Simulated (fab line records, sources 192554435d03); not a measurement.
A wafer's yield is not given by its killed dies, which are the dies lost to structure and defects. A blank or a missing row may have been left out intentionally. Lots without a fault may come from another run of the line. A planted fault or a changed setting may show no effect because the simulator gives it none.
Comparing a struck lot with a sound one ; flow n5 finfet ; 16 out of 1938 route steps
Sound: the wafers L329.3, L329.5, L329.6. Struck: wafer L337.3 (left out: L337.2, L337.4 of the same lot, which were not struck); the cause appears at the end.
At each step with rows: each side's tool, then ch and its chambers, then its first start. Under that, the readings that differ: sound wafers ; struck wafers ; difference of the means ; sigmas: that difference in standard deviations of wafers without a fault.
alike: words and numbers the same on both sides, and readings whose means are apart by under 2 such deviations; not compared: readings that were withheld, readings missing a value for some wafer, numbers with overlapping values and no deviation given by the record, and bounds like >300 which may hide the same value.
A row with sigmas, a row that says differs or no value, or rows on one side alone: a step with any of these is where the two part. Numbers that don't overlap but have no deviation are shown without sigmas and don't part them. Lack of a reading on every wafer of one side parts them only where that side has two or more wafers.

N5_BEOL_M4_ETCH_41: etches SiCN in CH3F/O2, target depth 29.9 nm, time 52.5 s.
  sound: rie diel-01 ch 1,2,3; struck: rie diel-01 ch 0
reading;sound;struck;difference;sigmas
rf vpp V (V);298.4 297.4 298.4;294.3;-3.8;-3
  alike: drypump motor current A, oes product au, showerhead plenum p Torr, throttle valve pct
  not compared: rf hours counter h
N5_BEOL_M4_STRIP_97: strips in N2/H2, time 10 s.
  sound: rie diel-01 ch 1,2,3; struck: rie diel-01 ch 0
reading;sound;struck;difference;sigmas
showerhead plenum p Torr (Torr);2.58 2.46 2.59;2.42;-0.12;-2
  alike: drypump motor current A, h2 flow sccm, oes product au, rf vpp V, throttle valve pct
  not compared: rf hours counter h
N5_BEOL_M4_OCD_MEAS_38:
  sound: ocd-02 at day 8 10:16; struck: ocd-01 at day 10 13:52
  alike: trench depth nm
then, 4 steps without rows for these wafers: N5_BEOL_M4_HM_STRIP_39 (strips TiN in peroxide tin strip, target depth 25 nm, time 158 s); N5_BEOL_M4_SRD_40 (time 30 s); N5_BEOL_M4_PRECLEAN_42 (cleans in residue remover, time 60 s); N5_BEOL_M4_SRD_43 (time 30 s).
N5_BEOL_M4_CD_MEAS_35: target cd 18 nm, target cd y 22.4 nm.
  sound: cd sem-01 at day 8 10:25; struck: cd sem-03 at day 10 14:01
  alike: cd nm
N5_BEOL_M4_DEGAS_44: time 60 s.
  sound: pvd sputter-03 at day 8 11:02; struck: pvd sputter-03 at day 10 14:04
  alike: heater power w
then, 1 step without rows for these wafers: N5_BEOL_M4_PRE_CLEAN_45 (time 30 s).
N5_BEOL_M4_ALD_84: deposits TaN, pulse time 2 s, purge time 3 s, co reactant purge time 2 s.
  sound on ald metal-02 ch 1,2, day 8 11:10; struck on ald metal-04 ch 1, day 10 14:10
  alike: chamber pressure Torr, heater power w
N5_BEOL_M4_SURFACE_TREAT_85:
  sound: pvd sputter-02 at day 8 11:26; struck: pvd sputter-01 at day 10 14:37
  not compared: throttle valve pct
N5_BEOL_M4_CVD_47: deposits Co from CCTBA/H2, target thk 3 nm, time 223.8 s.
  sound on cvd co-02 ch 0,1,2, day 8 11:31; struck on cvd co-02 ch 2, day 10 15:09
reading;sound;struck;difference;sigmas
run length s (s);247.0 247.7 247.3;436.8;+189.5;+99 or more
  alike: chamber pressure Torr
then, 1 step without rows for these wafers: N5_BEOL_M4_SPUTTER_48 (material Cu, target thk 4.5 nm, time 8.29 s).
N5_BEOL_M4_RC_MEAS_101:
  sound on prober-02 ch 0, day 8 18:21; struck on prober-01 ch 0, day 10 19:07
  alike: DIBL_N, DIBL_P, IOFF_N, IOFF_P, ION_N, ION_P, SS_N, SS_P, VT_N, VT_P
-- a jump in the record: the struck wafers' starts before and after are 4 days apart (it breaks off in module BEOL_M4 and resumes in module PASSIVATION, where the first step shown is number 1936 of the route) --
N5_PASSIVATION_PROBE_49:
  sound: prober-02 at day 13 04:45; struck: prober-02 at day 15 01:50
reading;sound;struck;difference;sigmas
defect limited yield (%);87.6 90.6 90.0;94.2;+4.8;+3
killed_at_M0_to_M3;53 44 59;16;-36;-3
killed at contacts;32 23 23;10;-16;-2
killed dies;146 111 118;69;-56;-3
killed open;92 71 76;43;-37;-3
killed short;53 38 42;23;-21;-3
sort_bin_5_function (%);7.7 5.2 5.6;3.1;-3.1;-3
sort n pass;1034 1069 1062;1111;+56;+3
sort yield pct (%);87.6 90.6 90.0;94.2;+4.8;+3
  alike: killed_at_M4_up, killed at front end, killed at other, sort_bin_6_memory, sort_bin_8_speed

WHERE THEY PART
Last at N5_PASSIVATION_PROBE_49 as far as this record goes, first at N5_BEOL_M4_ETCH_41.

WHY: the cause the simulator had injected
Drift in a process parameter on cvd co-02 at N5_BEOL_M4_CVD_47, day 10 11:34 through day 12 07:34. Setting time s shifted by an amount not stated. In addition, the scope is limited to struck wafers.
